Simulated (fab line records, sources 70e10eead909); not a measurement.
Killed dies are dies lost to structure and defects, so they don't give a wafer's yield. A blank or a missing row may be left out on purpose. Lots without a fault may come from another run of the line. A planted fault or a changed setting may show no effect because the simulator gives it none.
fab line records | flow nand_harc
record lots=12 wafers=36 last_day=33
route steps=1302 shown A_CONTACT@1047
lots that met no fault: from a run of the same line without faults
start_h: hours from the record's first day to the start of the lot's first wafer shown | wait_h: hours since the lot's step before | " the same as in the row above | L1.1+2: a row that stands for several wafers | - no value, or no start given | * or withheld: withheld | < > ~ a bound
route shown NAME@n: a module of which the file shows steps, and the number in the route of the first | usual: mean/standard deviation of fault-free wafers | same: alike in all rows | chamber/n: place in a boat | sites: the reading at each site | _std_site: their standard deviation | _edge_site: outer sites' mean less inner sites' | radius_mm: how far each site lies from the wafer's centre | mask NAME#n: copy n | behind: the tool/chamber that last shaped the wafer | hold: why the lot was held/for how many hours/how that ended | device: the transistor (n, p or np) that didn't switch | end of line: the same wafers' tests at the end of the route | a step without rows: its recipe alone | killed: dies lost to structure and defects at the first sort, not the wafer's yield | map: a wafer's dies, x killed, . not, _ none there
set.NAME: the setting as run; set.NAME@STEP: as run at that earlier step | model.NAME: the simulator's own value behind a step, which no gauge read
steps of the route over a sample of lots; a table a step, a row a wafer
services: from which hour (start_h, from the record's first day; less than 0 if before it) a tool's chamber was out of use, for how many hours, and why
## steps
# step NHARC_A_CONTACT_ETCH_124
# recipe source_w=withheld pressure_mtorr=20 bias_v=withheld time_s=140 target_depth_a=7000 ar_flow_sccm=withheld c4f8_flow_sccm=withheld o2_flow_sccm=withheld chemistry=C4F8/O2/Ar
# columns lot.wafer tool chamber start_h wait_h rf_hours_counter_h
L475.1 har_cap_etch-02 0 510.39 - 85
L475.3 " 1 " " -
L475.4 " 0 " " -
L477.1 har_cap_etch-03 1 519.51 - 47
L477.2 " 0 " " 47
L477.3 " 1 " " -
L476.4 har_cap_etch-02 0 522.73 - -
L476.3 " 1 " " -
L476.6 " 1 " " -
L482.1 har_cap_etch-02 0 555.06 - 95
L482.3 " 1 " " -
L482.5 " 0 " " -
L484.2 har_cap_etch-01 0 606.62 - 15
L484.4 " 1 " " -
L484.5 " 1 " " -
L483.1 har_cap_etch-03 1 609.77 - 62
L483.4 " 1 " " -
L483.5 " 1 " " -
L486.2 har_cap_etch-01 1 613.83 - 17
L486.4 " 0 " " -
L486.3 " 1 " " -
L487.1 har_cap_etch-03 0 633.44 - 67
L487.4 " 1 " " -
L487.5 " 1 " " -
L488.2 har_cap_etch-03 1 686.35 - 74
L488.1 " 0 " " 74
L488.3 " 1 " " -
L497.2 har_cap_etch-02 0 708.97 - 120
L497.4 " 0 " " -
L497.5 " 1 " " -
L496.2 har_cap_etch-03 1 718.47 - 80
L496.4 " 1 " " -
L496.5 " 1 " " -
L498.1 har_cap_etch-02 0 731.51 - 126
L498.5 " 1 " " -
L498.6 " 0 " " -
# step NHARC_A_CONTACT_STRIP_82
# recipe o2_flow_sccm=500 ar_flow_sccm=0 bias_w=0 chemistry=O2
# usual drypump_motor_current_A=5.8/0.38 oes_product_au=1.000/0.0075 rf_vpp_V=57.6/0.86 showerhead_plenum_p_Torr=3.45/0.11 throttle_valve_pct=17.036/0.01
# same bias_w=0
# columns lot.wafer tool chamber start_h wait_h drypump_motor_current_A oes_product_au rf_hours_counter_h rf_vpp_V showerhead_plenum_p_Torr throttle_valve_pct
L475.3 rie_diel-12 1 - - 6.3 0.999 11 57.6 3.54 17.046
L475.4 " 2 " " 5.2 0.992 11 57.9 3.49 17.045
L475.1 " 3 " " 5.8 0.993 11 56.8 3.30 17.044
L477.3 rie_diel-12 0 - - 5.8 0.987 12 58.0 3.57 17.030
L477.2 " 1 " " 6.2 0.996 12 56.0 3.54 17.046
L477.1 " 2 " " 5.2 0.992 13 57.2 3.49 17.025
L476.3 rie_diel-12 0 - - 5.8 0.991 12 58.2 3.57 17.027
L476.4 " 2 " " 5.2 1.000 13 57.8 3.49 17.044
L476.6 " 0 " " 5.8 0.990 - 56.8 3.57 17.049
L482.3 rie_diel-04 1 - - 5.7 0.995 3 57.2 3.50 17.019
L482.1 " 2 " " 5.3 0.990 3 57.0 3.36 17.049
L482.5 " 3 " " 6.2 0.996 - 57.8 3.31 17.037
L484.4 rie_diel-04 2 - - 5.3 0.990 10 57.0 3.36 17.038
L484.2 " 0 " " 5.5 1.004 17 57.3 3.42 17.025
L484.5 " 2 " " 5.3 0.998 - 58.7 3.36 17.036
L483.4 rie_diel-04 2 - - 5.3 0.999 10 59.1 3.36 17.030
L483.1 " 3 " " 6.2 1.005 18 56.7 3.30 17.029
L483.5 " 3 " " 6.2 0.994 - 56.5 3.30 17.039
L486.4 rie_diel-12 2 - - 5.2 0.990 21 58.1 3.49 17.036
L486.2 " 3 " " 5.8 0.996 29 57.3 3.29 17.030
L486.3 " 1 " " 6.3 0.998 27 58.0 3.53 17.036
L487.1 rie_diel-04 0 - - 5.5 1.010 26 57.9 3.41 17.039
L487.4 " 3 " " 6.2 0.999 24 58.0 3.30 17.025
L487.5 " 0 " " 5.5 1.001 - 58.6 3.41 17.035
L488.3 rie_diel-07 1 - - 5.7 0.990 8 57.1 3.49 17.053
L488.1 " 2 " " 6.7 0.989 8 58.9 3.54 17.047
L488.2 " 3 " " 5.4 0.990 9 58.9 3.54 17.037
L497.4 rie_diel-12 3 - - 5.8 1.000 14 56.8 3.28 17.037
L497.2 " 0 " " 5.8 0.996 12 57.2 3.56 17.030
L497.5 " 2 " " 5.2 1.002 - 58.2 3.48 17.016
L496.2 rie_diel-04 3 - - 6.2 1.012 0 57.5 3.81 17.048
L496.4 " 1 " " 5.7 1.005 0 57.5 3.47 17.047
L496.5 " 0 " " 5.5 1.017 - 57.5 3.39 17.046
L498.1 rie_diel-12 0 - - 5.8 0.994 17 57.8 3.55 17.044
L498.6 " 3 " " 5.8 1.000 - 58.4 3.28 17.036
L498.5 " 0 " " 5.8 0.991 - 57.6 3.55 17.048
# step NHARC_A_CONTACT_EXPOSE_05
# recipe na=1.35 sigma_outer=0.8 dose_mj=84.24 mask_id=A_CC
# usual exposure_dose_mJ_cm2=84.17/0.079
# columns lot.wafer tool chamber start_h wait_h mask exposure_dose_mJ_cm2
L475.1 arfi_scanner-01 0 517.49 - A_CC#0 84.22
L475.3 " 0 " " A_CC#0 84.21
L475.4 " 0 " " A_CC#0 84.24
L477.1 arfi_scanner-02 0 525.51 - A_CC#0 84.13
L477.2 " 0 " " A_CC#0 84.00
L477.3 " 0 " " A_CC#0 84.21
L476.3 arfi_scanner-02 0 528.50 - A_CC#0 84.26
L476.4 " 0 " " A_CC#0 84.15
L476.6 " 0 " " A_CC#0 84.08
L482.1 arfi_scanner-01 0 566.73 - A_CC#0 84.15
L482.3 " 0 " " A_CC#0 84.16
L482.5 " 0 " " A_CC#0 84.09
L484.2 arfi_scanner-01 0 613.50 - A_CC#0 84.22
L484.4 " 0 " " A_CC#0 84.22
L484.5 " 0 " " A_CC#0 84.24
L483.1 arfi_scanner-01 0 622.97 - A_CC#0 86.89
L483.4 " 0 " " A_CC#0 86.77
L483.5 " 0 " " A_CC#0 86.77
L486.2 arfi_scanner-01 0 624.53 - A_CC#0 86.37
L486.3 " 0 " " A_CC#0 86.46
L486.4 " 0 " " A_CC#0 86.34
L487.1 arfi_scanner-03 0 639.97 - A_CC#0 84.11
L487.4 " 0 " " A_CC#0 84.12
L487.5 " 0 " " A_CC#0 84.04
L488.1 arfi_scanner-01 0 692.97 - A_CC#0 85.85
L488.2 " 0 " " A_CC#0 85.80
L488.3 " 0 " " A_CC#0 85.87
L497.2 arfi_scanner-02 0 715.86 - A_CC#0 84.21
L497.4 " 0 " " A_CC#0 84.20
L497.5 " 0 " " A_CC#0 84.11
L496.2 arfi_scanner-02 0 724.41 - A_CC#0 84.23
L496.4 " 0 " " A_CC#0 84.13
L496.5 " 0 " " A_CC#0 84.14
L498.1 arfi_scanner-03 0 737.80 - A_CC#0 84.03
L498.5 " 0 " " A_CC#0 84.17
L498.6 " 0 " " A_CC#0 84.19
# step NHARC_A_CONTACT_CD_MEAS_08
# recipe target_cd_nm=200 landing_energy_ev=500
# usual cd_nm=200.1/0.46
# columns lot.wafer tool chamber start_h wait_h cd_nm
L475.1 cd_sem-03 0 517.63 - 200.7
L475.3 " 0 " " 200.0
L475.4 " 0 " " 200.4
L477.1 cd_sem-02 0 525.65 - 200.6
L477.2 " 0 " " 200.4
L477.3 " 0 " " 200.6
L476.3 cd_sem-02 0 528.63 - 201.1
L476.4 " 0 " " 200.4
L476.6 " 0 " " 201.0
L482.1 cd_sem-03 0 566.87 - 200.1
L482.3 " 0 " " 200.3
L482.5 " 0 " " 199.6
L484.2 cd_sem-02 0 613.63 - 200.3
L484.4 " 0 " " 199.8
L484.5 " 0 " " 200.1
L483.1 cd_sem-02 0 623.11 - 202.2
L483.4 " 0 " " 202.0
L483.5 " 0 " " 202.1
L486.2 cd_sem-01 0 624.67 - 201.0
L486.3 " 0 " " 201.2
L486.4 " 0 " " 200.8
L487.1 cd_sem-03 0 640.12 - 200.0
L487.4 " 0 " " 199.5
L487.5 " 0 " " 200.0
L488.1 cd_sem-03 0 693.11 - 201.7
L488.2 " 0 " " 201.2
L488.3 " 0 " " 201.1
L497.2 cd_sem-01 0 715.99 - 200.2
L497.4 " 0 " " 200.2
L497.5 " 0 " " 199.9
L496.2 cd_sem-02 0 724.55 - 199.9
L496.4 " 0 " " 200.2
L496.5 " 0 " " 199.4
L498.1 cd_sem-02 0 737.94 - 200.1
L498.5 " 0 " " 200.2
L498.6 " 0 " " 200.3
# step NHARC_A_CONTACT_DESCUM_13
# recipe time_s=3 o2_flow_sccm=200 ar_flow_sccm=0 bias_power_w=0 chemistry=O2
# usual drypump_motor_current_A=5.8/0.42 oes_product_au=1.000/0.0078 rf_vpp_V=57.7/0.89 showerhead_plenum_p_Torr=1.87/0.059 throttle_valve_pct=11.312/0.0085
# columns lot.wafer tool chamber start_h wait_h drypump_motor_current_A oes_product_au rf_hours_counter_h rf_vpp_V showerhead_plenum_p_Torr throttle_valve_pct
L475.4 rie_diel-12 0 517.81 0.1 5.8 0.993 10 56.7 1.94 11.307
L475.1 " 1 " " 6.2 0.998 11 57.1 1.92 11.318
L475.3 " 2 " " 5.2 0.995 11 57.2 1.89 11.322
L477.3 rie_diel-12 1 525.83 0.1 6.2 1.008 12 59.0 1.92 11.300
L477.2 " 2 " " 5.2 1.001 13 58.8 1.89 11.305
L477.1 " 3 " " 5.8 1.012 13 56.3 1.78 11.306
L476.4 rie_diel-07 2 528.81 0.1 6.6 1.008 13 57.3 1.94 11.308
L476.3 " 1 " " 5.7 1.003 13 58.7 1.91 11.311
L476.6 " 3 " " 5.4 1.002 - 58.8 1.94 11.313
L482.3 rie_diel-07 0 567.07 0.1 6.2 0.993 35 57.4 1.84 11.309
L482.1 " 1 " " 5.7 1.001 27 56.5 1.90 11.324
L482.5 " 2 " " 6.7 1.013 - 57.6 1.93 11.302
L484.2 rie_diel-04 3 613.82 0.1 6.2 0.996 18 58.6 1.78 11.311
L484.4 " 0 " " 5.5 1.009 18 58.4 1.85 11.308
L484.5 " 3 " " 6.2 0.994 - 57.7 1.78 11.301
L483.4 rie_diel-04 1 623.32 0.1 5.7 1.011 23 57.3 1.89 11.306
L483.1 " 2 " " 5.3 0.999 13 58.0 1.81 11.316
L483.5 " 0 " " 5.5 1.008 - 58.5 1.85 11.303
L486.2 rie_diel-04 3 624.86 0.1 6.2 0.989 21 57.3 1.78 11.306
L486.3 " 1 " " 5.7 1.003 24 57.3 1.89 11.312
L486.4 " 2 " " 5.3 1.009 13 58.6 1.81 11.307
L487.4 rie_diel-12 1 640.31 0.1 6.3 1.007 1 57.7 1.92 11.315
L487.1 " 2 " " 5.2 1.006 1 58.0 1.89 11.324
L487.5 " 2 " " 5.2 1.004 - 57.4 1.89 11.303
L488.3 rie_diel-07 2 693.34 0.1 6.7 1.013 9 59.3 1.92 11.309
L488.2 " 3 " " 5.3 1.005 10 60.1 1.92 11.316
L488.1 " 1 " " 5.7 1.000 10 58.1 1.89 11.307
L497.4 rie_diel-12 2 716.18 0.1 5.2 0.999 15 57.6 1.88 11.323
L497.2 " 3 " " 5.8 0.996 14 57.1 1.77 11.318
L497.5 " 2 " " 5.2 0.983 - 57.0 1.88 11.315
L496.4 rie_diel-12 3 724.74 0.1 5.8 1.014 16 56.7 1.77 11.307
L496.2 " 2 " " 5.2 0.999 17 56.6 1.88 11.306
L496.5 " 3 " " 5.8 1.000 - 57.6 1.77 11.324
L498.1 rie_diel-12 3 738.14 0.1 5.8 1.015 17 57.4 1.77 11.325
L498.6 " 3 " " 5.8 1.009 - 58.4 1.77 11.296
L498.5 " 0 " " 5.8 0.994 - 59.0 1.93 11.319
## services
# columns tool chamber start_h hours kind
arfi_scanner-02 - 499.18 2.0 repair
arfi_scanner-02 - 504.43 1.0 repair
rie_diel-04 0 520.71 8.1 repair
rie_diel-12 2 531.48 8.4 repair
rie_diel-04 - 534.29 9.0 pm
arfi_scanner-01 - 538.85 0.2 repair
arfi_scanner-02 - 539.95 1.7 repair
rie_diel-04 0 563.20 2.9 repair
rie_diel-04 2 588.21 18.9 repair
rie_diel-12 1 594.74 4.0 repair
arfi_scanner-01 - 594.90 0.2 repair
arfi_scanner-01 - 596.00 4.0 pm
arfi_scanner-02 - 607.55 53.5 repair
rie_diel-12 2 608.01 8.6 repair
rie_diel-12 - 622.52 9.0 pm
arfi_scanner-01 - 626.09 0.3 repair
har_cap_etch-03 - 631.25 1.4 repair
arfi_scanner-01 - 634.76 0.4 repair
arfi_scanner-01 - 658.78 4.3 repair
rie_diel-04 2 665.57 6.9 repair
arfi_scanner-01 - 684.57 3.1 repair
rie_diel-04 1 691.42 4.7 repair
rie_diel-04 3 691.99 6.0 repair
rie_diel-04 - 711.29 9.0 pm
## key
first_sign step=NHARC_A_CONTACT_EXPOSE_05 reading=exposure_dose_mJ_cm2 direction=up sigmas=28 usual=84.17 struck=86.35
effect step=NHARC_A_CONTACT_CD_MEAS_08 reading=cd_nm direction=up sigmas=3 usual=200.1 struck=201.5 through=control_loop
met_at NHARC_A_CONTACT_EXPOSE_05
struck_lots L483,L486,L488
tester_left_out L483,L486,L488
loop_trim step=NHARC_A_CONTACT_EXPOSE_05 setting=dose lots=L486,L488
not_acting_at NHARC_A_CONTACT_ETCH_124,NHARC_A_CONTACT_STRIP_82,NHARC_A_CONTACT_DESCUM_13
onset_between 613.50 622.97
fault kind=process_parameter_drift tool=arfi_scanner-01 chamber=- onset_h=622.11 steps=NHARC_A_CONTACT_EXPOSE_05 channel=dose_mj offset=2.661 shape=step acts_in=these_recipes_only stated=84.24
# tester_left_out: of these lots the tester's yield and bins aren't shown, on N5 and GAA mostly nor the transistor test; their killed dies are dies lost to structure and defects alone, not to doping, threshold or leakage, so they don't give the yield
# loop_trim: a control loop set the setting to another value than it would have without faults
